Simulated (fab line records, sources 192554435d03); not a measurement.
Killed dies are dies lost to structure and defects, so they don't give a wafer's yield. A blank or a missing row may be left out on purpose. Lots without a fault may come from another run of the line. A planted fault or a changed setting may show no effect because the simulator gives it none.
fab line records | flow n5_finfet
record lots=9 wafers=27 last_day=18
route steps=1938 shown BEOL_M4@1111 BEOL_M7@1280 PASSIVATION@1936
lots that met no fault: from a run of the same line without faults
start_h: hours from the record's first day to the start of the lot's first wafer shown | wait_h: hours since the lot's step before | " the same as in the row above | L1.1+2: a row that stands for several wafers | - no value, or no start given | * or withheld: withheld | < > ~ a bound
route shown NAME@n: a module of which the file shows steps, and the number in the route of the first | usual: mean/standard deviation of fault-free wafers | same: alike in all rows | chamber/n: place in a boat | sites: the reading at each site | _std_site: their standard deviation | _edge_site: outer sites' mean less inner sites' | radius_mm: how far each site lies from the wafer's centre | mask NAME#n: copy n | behind: the tool/chamber that last shaped the wafer | hold: why the lot was held/for how many hours/how that ended | device: the transistor (n, p or np) that didn't switch | end of line: the same wafers' tests at the end of the route | a step without rows: its recipe alone | killed: dies lost to structure and defects at the first sort, not the wafer's yield | map: a wafer's dies, x killed, . not, _ none there
set.NAME: the setting as run; set.NAME@STEP: as run at that earlier step | model.NAME: the simulator's own value behind a step, which no gauge read
steps of the route over a sample of lots; a table a step, a row a wafer
services: from which hour (start_h, from the record's first day; less than 0 if before it) a tool's chamber was out of use, for how many hours, and why
## steps
# step N5_BEOL_M4_RC_MEAS_101
# usual DIBL_N=37.2/2.5 DIBL_P=38/3 IOFF_N=0.17/0.044 IOFF_P=0.24/0.059 ION_N=667/13 ION_P=461/7.9 SS_N=71.8/0.86 SS_P=73.6/0.92 VT_N=250/4.1 VT_P=-249/3.9
# columns lot.wafer tool chamber start_h wait_h DIBL_N[mV/V] DIBL_P[mV/V] IOFF_N[nA/um] IOFF_P[nA/um] ION_N[uA/um] ION_P[uA/um] SS_N[mV/dec] SS_P[mV/dec] VT_N[mV] VT_P[mV]
L660.1 prober-01 0 175.16 0.0 39.1 38 0.18 0.21 668 455 71.8 73.7 252 -252
L660.4 " 0 " " 36.4 37 0.15 0.22 665 457 71.4 73.9 250 -252
L660.6 " 0 " " 34.9 35 0.12 0.18 660 452 71.3 73.1 252 -254
L669.1 prober-02 0 222.51 0.0 38.5 41 0.19 0.27 672 464 72.4 74.5 252 -248
L669.5 " 0 " " 37.0 38 0.17 0.23 666 463 71.6 73.1 249 -248
L669.6 " 0 " " 39.3 41 0.20 0.28 677 466 72.4 74.2 250 -246
L670.3 prober-01 0 233.36 0.3 38.9 40 0.23 0.27 681 462 73.0 74.5 246 -250
L670.4 " 0 " " 35.6 37 0.16 0.22 665 454 72.6 73.7 251 -251
L670.6 " 0 " " 34.8 35 0.14 0.18 657 449 71.6 72.8 254 -253
L671.1 prober-02 0 242.56 0.0 38.9 40 0.21 0.27 679 464 72.4 74.0 248 -246
L671.3 " 0 " " 36.1 38 0.15 0.23 646 446 71.6 74.0 252 -253
L671.5 " 0 " " 36.7 39 0.16 0.23 671 465 71.4 73.3 250 -249
L672.1 prober-01 0 253.24 0.0 43.1 43 0.26 0.44 691 484 73.7 75.0 245 -238
L672.3 " 0 " " 33.8 32 0.10 0.21 654 476 71.2 71.1 260 -247
L672.6 " 0 " " 40.1 40 0.21 0.39 676 478 72.3 74.7 246 -237
L679.3 prober-01 0 287.87 0.3 35.6 36 0.15 0.21 666 459 71.2 72.4 251 -251
L679.5 " 0 " " 36.4 38 0.16 0.24 681 469 71.0 72.7 251 -248
L679.6 " 0 " " 34.8 36 0.13 0.21 660 453 71.4 72.3 254 -252
L680.2 prober-01 0 290.89 0.2 37.1 36 0.14 0.22 651 452 71.5 73.0 254 -248
L680.3 " 0 " " 35.6 36 0.14 0.22 666 464 71.0 73.4 250 -249
L680.6 " 0 " " 39.0 39 0.18 0.28 665 464 72.2 74.2 249 -247
L681.2 prober-02 0 308.40 0.2 33.1 34 0.11 0.16 650 452 71.2 73.1 255 -253
L681.5 " 0 " " 39.4 41 0.19 0.26 654 452 72.3 74.4 251 -251
L681.6 " 0 " " 39.1 41 0.20 0.26 675 460 73.1 73.7 248 -250
L683.2 prober-02 0 314.24 0.2 32.1 33 0.11 0.15 655 449 70.3 71.7 254 -254
L683.3 " 0 " " 32.5 32 0.11 0.15 664 453 70.4 72.1 255 -256
L683.6 " 0 " " 34.2 36 0.14 0.19 672 465 70.5 72.6 252 -251
# step N5_BEOL_M7_ETCH_61
# recipe chemistry=CF4 target=SiARC target_depth_a=455 mask_material=CAR-ArF time_s=75.8 ion_energy_ev=80 pressure_mtorr=40 source_w=545 bias_w=36 Ar_flow_sccm=100 cf4_flow_sccm=100 ends=cleared
# usual bias_w=36.01/0.11 cf4_flow_sccm=100.0/0.31 drypump_motor_current_A=5.7/0.48 etch_rf_on_time_s=76.7/2.2 oes_product_au=0.68/0.067 rf_vpp_V=184.0/1.1 showerhead_plenum_p_Torr=2.13/0.066 throttle_valve_pct=15.50/0.25
# columns lot.wafer tool chamber start_h wait_h bias_w cf4_flow_sccm drypump_motor_current_A etch_rf_on_time_s oes_product_au rf_hours_counter_h rf_vpp_V showerhead_plenum_p_Torr throttle_valve_pct
L660.1 rie_diel-03 3 198.47 0.0 35.93 100.0 6.5 75.9 0.75 37 186.2 2.26 15.29
L660.4 " 0 " " 36.00 100.1 6.0 73.8 0.72 67 184.9 2.15 15.49
L660.6 " 2 " " 36.05 100.0 5.8 76.8 0.66 - 184.9 2.15 15.48
L669.1 rie_diel-03 0 250.06 0.0 35.86 99.9 6.1 74.7 0.69 82 184.4 2.14 15.53
L669.5 " 3 " " 35.96 99.7 6.5 77.3 0.72 - 186.0 2.25 15.34
L669.6 " 2 " " 36.01 99.9 5.8 77.0 0.65 - 184.9 2.14 15.54
L670.3 rie_diel-05 2 254.96 0.0 35.98 99.8 5.1 76.5 0.71 89 184.3 2.06 15.53
L670.4 " 3 " " 35.92 100.2 5.8 79.1 0.59 219 184.1 2.21 16.05
L670.6 " 3 " " 36.01 100.0 5.8 78.5 0.59 - 185.4 2.21 16.02
L671.1 rie_diel-05 2 267.29 0.0 36.07 100.2 5.0 75.5 0.71 93 183.0 2.06 15.54
L671.3 " 1 " " 35.96 99.9 5.9 76.7 0.82 7 185.9 2.18 15.09
L671.5 " 2 " " 36.30 100.0 5.0 75.8 0.70 - 182.3 2.06 15.55
L672.1 rie_diel-03 2 276.53 0.0 35.89 100.3 5.8 77.0 0.64 140 183.9 2.14 15.54
L672.3 " 0 " " 35.92 99.2 6.0 75.2 0.68 91 182.9 2.14 15.52
L672.6 " 2 " " 35.98 99.6 5.8 76.8 0.64 - 184.2 2.14 15.55
L679.3 rie_diel-05 2 307.90 0.0 36.08 99.8 5.0 75.9 0.70 106 181.9 2.06 15.57
L679.5 " 0 " " 35.93 99.9 5.1 76.4 0.58 - 184.3 2.03 15.59
L679.6 " 1 " " 36.10 99.7 6.0 77.7 0.80 - 186.5 2.18 15.11
L680.2 rie_diel-01 1 314.11 0.0 36.10 100.1 5.4 80.4 0.67 73 182.5 2.10 15.33
L680.3 " 2 " " 36.08 100.1 5.3 75.0 0.73 62 183.9 2.07 15.27
L680.6 " 2 " " 36.10 100.1 5.3 74.8 0.73 - 184.7 2.07 15.30
L681.2 rie_diel-03 0 335.55 0.0 36.14 99.5 6.1 76.3 0.67 109 184.0 2.13 15.58
L681.5 " 1 " " 36.04 99.3 6.6 79.4 0.61 - 184.2 2.11 15.75
L681.6 " 0 " " 36.10 99.9 6.1 75.9 0.66 - 183.0 2.13 15.57
L683.2 rie_diel-05 1 343.28 0.0 36.12 100.3 5.9 76.2 0.78 31 184.8 2.18 15.13
L683.3 " 0 " " 35.84 99.9 5.1 77.5 0.58 233 183.3 2.03 15.63
L683.6 " 0 " " 35.91 100.1 5.1 77.8 0.58 - 185.0 2.03 15.61
# step N5_BEOL_M7_TRENCH_ETCH_37
# recipe chemistry=C4F6/O2 target_depth_a=934.78 target=SiCOH_lowk time_s=31.2 ion_energy_ev=250 pressure_mtorr=30 source_w=345 bias_w=185 Ar_flow_sccm=300 C4F6_flow_sccm=10 O2_flow_sccm=10
# usual C4F6_flow_sccm=10.00/0.031 O2_flow_sccm=10.002/0.027 drypump_motor_current_A=5.8/0.49 oes_product_au=0.80/0.075 rf_vpp_V=667/24 showerhead_plenum_p_Torr=2.85/0.09 throttle_valve_pct=20.87/0.2
# columns lot.wafer tool chamber start_h wait_h C4F6_flow_sccm O2_flow_sccm drypump_motor_current_A oes_product_au rf_hours_counter_h rf_vpp_V showerhead_plenum_p_Torr throttle_valve_pct
L660.1 rie_diel-01 3 199.82 - 10.02 9.970 6.0 0.85 57 632 2.93 21.08
L660.4 " 1 " " 9.97 10.018 5.4 0.85 39 681 2.81 20.62
L660.6 " 2 " " 10.02 10.020 5.3 0.91 - 682 2.79 20.64
L669.1 rie_diel-03 0 253.98 - 10.00 10.030 6.1 0.82 83 692 2.85 20.87
L669.5 " 0 " " 9.97 10.005 6.0 0.83 - 691 2.85 20.88
L669.6 " 1 " " 9.98 9.966 6.6 0.75 - 683 2.80 20.85
L670.3 rie_diel-03 2 257.70 - - - - - - - - -
L670.4 " 2 " " - - - - - - - -
L670.6 " 0 " " - - - - - - - -
L671.1 rie_diel-03 1 268.73 - - - - - - - - -
L671.3 " 3 " " - - - - - - - -
L671.5 " 2 " " - - - - - - - -
L672.1 rie_diel-03 0 278.16 - - - - - - - - -
L672.3 " 3 " " - - - - - - - -
L672.6 " 2 " " - - - - - - - -
L679.3 rie_diel-03 1 309.57 - 10.01 10.023 6.6 0.73 197 683 2.79 20.88
L679.5 " 1 " " 10.02 9.993 6.6 0.73 - 684 2.79 20.88
L679.6 " 2 " " 9.99 10.025 5.8 0.73 - 653 2.86 20.89
L680.2 rie_diel-03 0 315.70 - 9.98 9.958 6.0 0.79 103 691 2.84 20.91
L680.3 " 3 " " 10.05 10.036 6.5 0.84 72 654 3.03 20.97
L680.6 " 3 " " 10.02 9.994 6.6 0.83 - 653 3.03 20.96
L681.2 rie_diel-03 3 342.84 - 9.97 9.976 6.5 0.83 79 654 3.02 20.97
L681.5 " 0 " " 10.05 9.995 6.0 0.79 - 692 2.83 20.90
L681.6 " 1 " " 10.03 9.996 6.6 0.73 - 683 2.79 20.91
L683.2 rie_diel-01 3 344.88 - 10.05 10.019 6.0 0.80 101 631 2.91 21.15
L683.3 " 2 " " 10.01 9.984 5.3 0.84 70 680 2.77 20.73
L683.6 " 2 " " 10.00 10.014 5.3 0.84 - 681 2.77 20.73
# step N5_BEOL_M7_ETCH_41
# recipe chemistry=CH3F/O2 target=SiCN target_depth_a=319 taper_deg=2 time_s=57.8 ion_energy_ev=120 mask_material=TiN pressure_mtorr=30 source_w=395 bias_w=75 Ar_flow_sccm=150 CH3F_flow_sccm=30 O2_flow_sccm=20
# usual CH3F_flow_sccm=30.01/0.094 O2_flow_sccm=20.00/0.059 drypump_motor_current_A=5.8/0.49 oes_product_au=0.80/0.076 rf_vpp_V=297.2/1.3 showerhead_plenum_p_Torr=2.00/0.064 throttle_valve_pct=16.25/0.2
# columns lot.wafer tool chamber start_h wait_h CH3F_flow_sccm O2_flow_sccm drypump_motor_current_A oes_product_au rf_hours_counter_h rf_vpp_V showerhead_plenum_p_Torr throttle_valve_pct
L660.1 rie_diel-01 3 - - 30.00 20.10 6.0 0.85 57 299.2 2.06 16.36
L660.4 " 1 " " 30.10 19.89 5.4 0.86 39 297.4 1.97 15.99
L660.6 " 2 " " 30.02 19.94 5.2 0.92 - 295.9 1.96 16.01
L669.1 rie_diel-03 0 - - 29.78 20.05 6.0 0.82 83 297.2 2.00 16.26
L669.5 " 0 " " 30.00 20.02 6.0 0.82 - 297.5 2.00 16.27
L669.6 " 1 " " 29.97 19.96 6.6 0.75 - 296.7 1.97 16.32
L670.3 rie_diel-03 2 - - 29.96 19.94 5.8 0.75 134 298.5 2.01 16.29
L670.4 " 2 " " 30.08 20.02 5.8 0.75 - 300.2 2.01 16.30
L670.6 " 0 " " 30.02 19.96 6.0 0.81 - 297.2 2.00 16.27
L671.1 rie_diel-03 1 - - 29.96 20.04 6.6 0.74 185 297.9 1.96 16.32
L671.3 " 3 " " 30.12 20.07 6.5 0.85 57 298.9 2.13 16.19
L671.5 " 2 " " 29.96 20.01 5.8 0.75 - 296.5 2.01 16.30
L672.1 rie_diel-03 0 - - 30.09 19.92 6.0 0.81 91 297.4 2.00 16.27
L672.3 " 3 " " 30.03 20.01 6.6 0.84 60 298.9 2.13 16.20
L672.6 " 2 " " 30.02 19.97 5.8 0.74 - 297.9 2.01 16.30
L679.3 rie_diel-03 1 - - 30.11 19.91 6.6 0.73 197 296.1 1.96 16.36
L679.5 " 1 " " 30.03 19.97 6.6 0.73 - 296.8 1.96 16.35
L679.6 " 2 " " 29.97 19.94 5.8 0.74 - 297.2 2.01 16.33
L680.2 rie_diel-03 0 - - 29.96 19.96 6.1 0.79 103 299.5 2.00 16.29
L680.3 " 3 " " 30.13 20.06 6.5 0.83 72 299.3 2.13 16.23
L680.6 " 3 " " 30.18 20.06 6.5 0.83 - 298.8 2.13 16.24
L681.2 rie_diel-03 3 - - 29.95 20.05 6.5 0.82 79 298.9 2.12 16.24
L681.5 " 0 " " 29.89 19.99 6.0 0.78 - 297.1 1.99 16.29
L681.6 " 1 " " 29.88 19.91 6.6 0.72 - 298.2 1.96 16.38
L683.2 rie_diel-01 3 - - 29.95 20.09 6.0 0.79 101 297.7 2.05 16.44
L683.3 " 2 " " 29.99 19.99 5.3 0.83 70 296.4 1.94 16.07
L683.6 " 2 " " 29.86 19.99 5.3 0.83 - 297.4 1.94 16.08
# step N5_BEOL_M7_OCD_MEAS_38
# usual trench_depth_nm=93.0/2.2
# columns lot.wafer tool chamber start_h wait_h trench_depth_nm
L660.1 ocd-01 - 199.97 - 93.8
L660.4 " - " " 92.5
L660.6 " - " " 94.1
L669.1 ocd-01 - 254.14 - 96.3
L669.5 " - " " 96.3
L669.6 " - " " 93.0
L670.3 ocd-01 - 257.86 - 0
L670.4 " - " " 0
L670.6 " - " " 0.7
L671.1 ocd-01 - 268.89 - 0.2
L671.3 " - " " 0
L671.5 " - " " 0
L672.1 ocd-01 - 278.32 - 0.5
L672.3 " - " " 0.2
L672.6 " - " " 0
L679.3 ocd-01 - 309.73 - 91.3
L679.5 " - " " 92.6
L679.6 " - " " 90.3
L680.2 ocd-01 - 315.86 - 93.9
L680.3 " - " " 93.4
L680.6 " - " " 91.8
L681.2 ocd-01 - 343.00 - 92.9
L681.5 " - " " 95.1
L681.6 " - " " 92.4
L683.2 ocd-02 - 345.04 - 93.9
L683.3 " - " " 93.6
L683.6 " - " " 93.8
# step N5_BEOL_M7_DEGAS_44
# recipe ambient=vacuum temp_c=250 time_s=60
# usual heater_power_w=332/40
# columns lot.wafer tool chamber start_h wait_h heater_power_w
L660.1 pvd_sputter-01 - 202.42 2.2 338
L660.4 " - " " 304
L660.6 " - " " 307
L669.1 pvd_sputter-02 - 255.34 0.7 320
L669.5 " - " " 304
L669.6 " - " " 404
L670.3 pvd_sputter-01 - 258.85 0.2 345
L670.4 " - " " 332
L670.6 " - " " 303
L671.1 pvd_sputter-01 - 271.34 2.2 302
L671.3 " - " " 373
L671.5 " - " " 351
L672.1 pvd_sputter-01 - 281.09 2.5 362
L672.3 " - " " 313
L672.6 " - " " 306
L679.3 pvd_sputter-03 - 310.36 0.3 368
L679.5 " - " " 254
L679.6 " - " " 300
L680.2 pvd_sputter-01 - 317.18 1.0 342
L680.3 " - " " 304
L680.6 " - " " 314
L681.2 pvd_sputter-01 - 343.53 0.2 355
L681.5 " - " " 362
L681.6 " - " " 304
L683.2 pvd_sputter-03 - 346.76 1.4 370
L683.3 " - " " 267
L683.6 " - " " 294
# step N5_PASSIVATION_PROBE_49
# usual defect_limited_yield=91.5/1.4 killed_at_M0_to_M3=32/11 killed_at_M4_up=12/4.4 killed_at_contacts=13/6.1 killed_at_front_end=39/12 killed_at_other=3.9/3 killed_dies=100/17 killed_on_rim=13/3.9 killed_open=66/12 killed_short=33/7.4 sort_bin_5_function=5.0/0.95 sort_bin_6_memory=3.2/0.66 sort_bin_8_speed=0.0/0.33 sort_n_pass=1079/17 sort_yield_pct=91.4/1.5
# same gross_dies=1180 killed_at_back_side=0 sort_bin_4_leakage[%]=0
# columns lot.wafer tool chamber start_h wait_h defect_limited_yield[%] killed_at_M0_to_M3 killed_at_M4_up killed_at_contacts killed_at_front_end killed_at_other killed_dies killed_on_rim killed_open killed_short sort_bin_5_function[%] sort_bin_6_memory[%] sort_bin_8_speed[%] sort_n_pass sort_yield_pct[%]
L669.1 prober-02 - 336.35 0.0 93.0 39 10 9 24 1 83 10 58 25 4.6 2.2 0 1097 93.0
L669.5 prober-02 - 336.55 0.2 92.5 26 16 2 38 6 88 11 60 27 4.2 3.1 0 1092 92.5
L669.6 prober-02 - 336.60 0.3 94.5 23 13 3 23 3 65 5 43 22 3.3 1.8 0 1115 94.5
L670.3 prober-02 - 340.28 0.1 0 25 1109 12 32 2 1180 152 45 30 96.6 3.1 0 0 0
L670.4 prober-02 - 340.33 0.2 0 18 1117 17 28 0 1180 152 59 20 96.7 3.2 0 0 0
L670.6 prober-02 - 340.43 0.3 0 25 1126 3 24 2 1180 152 45 22 96.7 3.2 0 0 0
L671.1 prober-01 - 347.92 0.0 0 56 1071 15 37 1 1180 152 84 33 94.8 4.9 0 0 0
L671.3 prober-01 - 348.02 0.1 0 47 1056 23 52 2 1180 152 83 50 95.8 3.8 0 0 0
L671.5 prober-01 - 348.12 0.2 0 68 1046 34 31 1 1180 152 100 47 94.9 4.7 0 0 0
L672.1 prober-02 - 353.61 0.0 0 38 1062 15 58 7 1180 152 86 39 95.2 4.7 0 0 0
L672.3 prober-02 - 353.71 0.1 0 34 1085 8 49 4 1180 152 72 28 96.9 2.8 0 0 0
L672.6 prober-02 - 353.86 0.3 0 32 1079 11 47 11 1180 152 70 44 96.9 2.6 0 0 0
L679.3 prober-02 - 394.13 0.1 92.4 29 10 4 42 5 90 10 62 23 4.2 2.9 0 1090 92.4
L679.5 prober-02 - 394.23 0.2 90.8 45 14 1 43 6 109 16 71 38 4.8 4.1 0 1071 90.8
L679.6 prober-02 - 394.28 0.3 92.1 38 10 10 34 1 93 10 60 32 5.1 2.5 0 1087 92.1
L681.2 prober-01 - 421.79 0.1 91.2 22 14 5 58 5 104 16 72 31 4.8 3.8 0 1076 91.2
L681.5 prober-01 - 421.94 0.2 92.5 24 9 19 32 5 89 14 63 24 4.1 3.2 0 1091 92.5
L681.6 prober-01 - 421.99 0.3 93.3 15 11 8 36 9 79 9 55 23 4.2 2.1 0.1 1101 93.3
# killed by level:class
L669.1 BEOL_M3:geometric_particle:open=10 MOL_CONTACT_COAG:geometric_particle:open=6 BEOL_M0:geometric_particle:short=6 STI_FIN_REVEAL:geometric_particle:open=5 BEOL_M1:geometric_particle:open=5 FIN_SAQP:geometric_particle:open=4 DUMMY_GATE:geometric_particle:open=4 BEOL_M0_SAQP:geometric_particle:short=4
L669.5 STI_FIN_REVEAL:geometric_particle:open=14 BEOL_M0_SAQP:geometric_particle:open=6 DUMMY_GATE:geometric_particle:open=5 GATE_CUT:geometric_particle:short=5 BEOL_M0_SAQP:geometric_particle:short=5 STARTING-WAFER:geometric_particle:open=5 BEOL_M4:geometric_particle:open=4 BEOL_M3:geometric_particle:open=4
L669.6 BEOL_M3:geometric_particle:open=8 BEOL_M0_SAQP:geometric_particle:open=5 STI_FIN_REVEAL:geometric_particle:open=4 BEOL_M0:geometric_particle:short=4 FIN_SAQP:geometric_particle:open=3 FIN_SAQP:geometric_particle:short=3 MOL_CONTACT_COAG:geometric_particle:open=3 BEOL_M2:geometric_particle:short=3
L670.3 BEOL_M7:area_etch=1100 MOL_CONTACT_COAG:geometric_particle:open=10 FIN_SAQP:geometric_particle:short=6 BEOL_M1:geometric_particle:open=6 FIN_SAQP:geometric_particle:open=4 BEOL_M2:geometric_particle:open=4 STI_FIN_REVEAL:geometric_particle:open=3 GATE_CUT:geometric_particle:short=3
L670.4 BEOL_M7:area_etch=1100 MOL_CONTACT_COAG:geometric_particle:open=14 BEOL_M4:geometric_particle:open=12 FIN_SAQP:geometric_particle:short=6 BEOL_M0_SAQP:geometric_particle:short=6 FIN_SAQP:geometric_particle:open=5 DUMMY_GATE:geometric_particle:open=5 BEOL_M0_SAQP:geometric_particle:open=5
L670.6 BEOL_M7:area_etch=1112 BEOL_M0_SAQP:geometric_particle:short=8 BEOL_M0_SAQP:geometric_particle:open=8 FIN_SAQP:geometric_particle:open=7 BEOL_M5:geometric_particle:open=5 STI_FIN_REVEAL:geometric_particle:open=4 BEOL_M4:geometric_particle:open=4 ILD0:geometric_particle:short=3
L671.1 BEOL_M7:area_etch=1060 STI_FIN_REVEAL:geometric_particle:open=14 BEOL_M0_SAQP:geometric_particle:open=12 MOL_CONTACT_COAG:geometric_particle:open=12 BEOL_M2:geometric_particle:open=11 BEOL_M0_SAQP:geometric_particle:short=11 BEOL_M1:geometric_particle:open=8 BEOL_M3:geometric_particle:open=8
L671.3 BEOL_M7:area_etch=1047 STI_FIN_REVEAL:geometric_particle:open=24 BEOL_M0_SAQP:geometric_particle:open=16 BEOL_M0_SAQP:geometric_particle:short=15 MOL_CONTACT_COAG:geometric_particle:open=14 MOL_CONTACT_COAG:geometric_particle:short=9 BEOL_M2:geometric_particle:open=8 STI_FIN_REVEAL:geometric_particle:short=7
L671.5 BEOL_M7:area_etch=1029 MOL_CONTACT_COAG:geometric_particle:open=30 BEOL_M0_SAQP:geometric_particle:short=27 BEOL_M0_SAQP:geometric_particle:open=17 STI_FIN_REVEAL:geometric_particle:open=15 BEOL_M2:geometric_particle:open=10 BEOL_M4:geometric_particle:open=5 MOL_CONTACT_COAG:geometric_particle:short=4
L672.1 BEOL_M7:area_etch=1054 STI_FIN_REVEAL:geometric_particle:open=15 FIN_SAQP:geometric_particle:open=13 FIN_SAQP:geometric_particle:short=12 MOL_CONTACT_COAG:geometric_particle:open=12 BEOL_M0_SAQP:geometric_particle:open=11 BEOL_M0_SAQP:geometric_particle:short=9 BEOL_M1:geometric_particle:open=8
L672.3 BEOL_M7:area_etch=1076 STI_FIN_REVEAL:geometric_particle:open=18 BEOL_M3:geometric_particle:open=10 DUMMY_GATE:geometric_particle:open=9 BEOL_M1:geometric_particle:open=6 FIN_SAQP:geometric_particle:short=5 MOL_CONTACT_COAG:geometric_particle:open=5 BEOL_M0_SAQP:geometric_particle:short=5
L672.6 BEOL_M7:area_etch=1063 STI_FIN_REVEAL:geometric_particle:open=19 MOL_CONTACT_COAG:geometric_particle:open=9 FIN_SAQP:geometric_particle:short=8 BEOL_M0_SAQP:geometric_particle:open=8 BEOL_M0_SAQP:geometric_particle:short=7 BEOL_M1:geometric_particle:open=6 BEOL_M1:geometric_particle:short=5
L679.3 FIN_SAQP:geometric_particle:open=11 BEOL_M0_SAQP:geometric_particle:open=9 BEOL_M1:geometric_particle:open=6 BEOL_M2:geometric_particle:open=6 FIN_SAQP:geometric_particle:short=5 DUMMY_GATE:geometric_particle:open=5 STI_FIN_REVEAL:geometric_particle:open=3 GATE_CUT:geometric_particle:short=3
L679.5 BEOL_M2:geometric_particle:open=14 FIN_SAQP:geometric_particle:open=10 FIN_SAQP:geometric_particle:short=8 BEOL_M0_SAQP:geometric_particle:short=8 BEOL_M3:geometric_particle:open=8 STI_FIN_REVEAL:geometric_particle:open=6 BEOL_M4:geometric_particle:open=6 DUMMY_GATE:geometric_particle:open=4
L679.6 FIN_SAQP:geometric_particle:open=12 BEOL_M0_SAQP:geometric_particle:short=12 BEOL_M1:geometric_particle:open=9 MOL_CONTACT_COAG:geometric_particle:open=8 BEOL_M0_SAQP:geometric_particle:open=8 FIN_SAQP:geometric_particle:short=5 STI_FIN_REVEAL:geometric_particle:open=4 BEOL_M1:geometric_particle:short=4
L681.2 FIN_SAQP:geometric_particle:open=29 FIN_SAQP:geometric_particle:short=11 BEOL_M3:geometric_particle:open=8 BEOL_M0_SAQP:geometric_particle:short=6 MOL_CONTACT_COAG:geometric_particle:open=5 STI_FIN_REVEAL:geometric_particle:open=4 BEOL_M1:geometric_particle:open=4 BEOL_M4:geometric_particle:open=4
L681.5 MOL_CONTACT_COAG:geometric_particle:open=16 FIN_SAQP:geometric_particle:open=12 BEOL_M1:geometric_particle:open=10 GATE_CUT:geometric_particle:open=4 BEOL_M0_SAQP:geometric_particle:short=4 BEOL_M5:geometric_particle:short=3 STI_FIN_REVEAL:geometric_particle:open=3 DUMMY_GATE:geometric_particle:open=3
L681.6 FIN_SAQP:geometric_particle:open=9 FIN_SAQP:geometric_particle:short=7 STI_FIN_REVEAL:geometric_particle:open=6 MOL_CONTACT_COAG:geometric_particle:open=6 BEOL_M3:geometric_particle:open=4 BEOL_M4:geometric_particle:open=4 MIM_TOP_ETCH:geometric_particle:open=4 STARTING-WAFER:geometric_particle:open=4
## services
# columns tool chamber start_h hours kind
rie_diel-05 - 183.76 15.6 pm
rie_diel-05 0 200.72 8.9 repair
rie_diel-05 1 203.12 7.6 repair
rie_diel-05 1 211.16 - clean
rie_diel-05 1 211.16 - consumable_replace:focus_ring
rie_diel-05 1 211.16 31.8 scheduled_down
rie_diel-05 1 211.16 31.8 vent_cycle
rie_diel-05 3 215.05 2.0 repair
rie_diel-03 3 256.81 3.9 repair
pvd_sputter-02 - 339.91 4.3 repair
rie_diel-01 0 339.95 5.7 repair
## key
first_sign step=N5_BEOL_M7_TRENCH_ETCH_37 reading=tool_record direction=missing
effect step=N5_BEOL_M7_OCD_MEAS_38 reading=trench_depth_nm direction=down sigmas=41 usual=93.0 struck=0.2
effect step=N5_PASSIVATION_PROBE_49 reading=killed_at_M4_up direction=up sigmas=99+ usual=12 struck=1083
more_kills_born_at N5_BEOL_M7_TRENCH_ETCH_37@rie_diel-03=9641
met_at N5_BEOL_M7_TRENCH_ETCH_37
struck_lots L670,L671,L672
later_rows_left_out L670.3,L670.4,L670.6,L671.1,L671.3,L671.5,L672.1,L672.3,L672.6
not_acting_at N5_BEOL_M7_ETCH_61,N5_BEOL_M7_ETCH_41,N5_BEOL_M7_DEGAS_44
onset_between 253.98 257.70
fault kind=skipped_step_whole tool=rie_diel-03 chamber=- onset_h=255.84 steps=N5_BEOL_M7_TRENCH_ETCH_37 scope=struck_lots_only
# later_rows_left_out: the simulator's readings of these wafers behind a module that went badly wrong aren't trusted and aren't shown, but for the sort
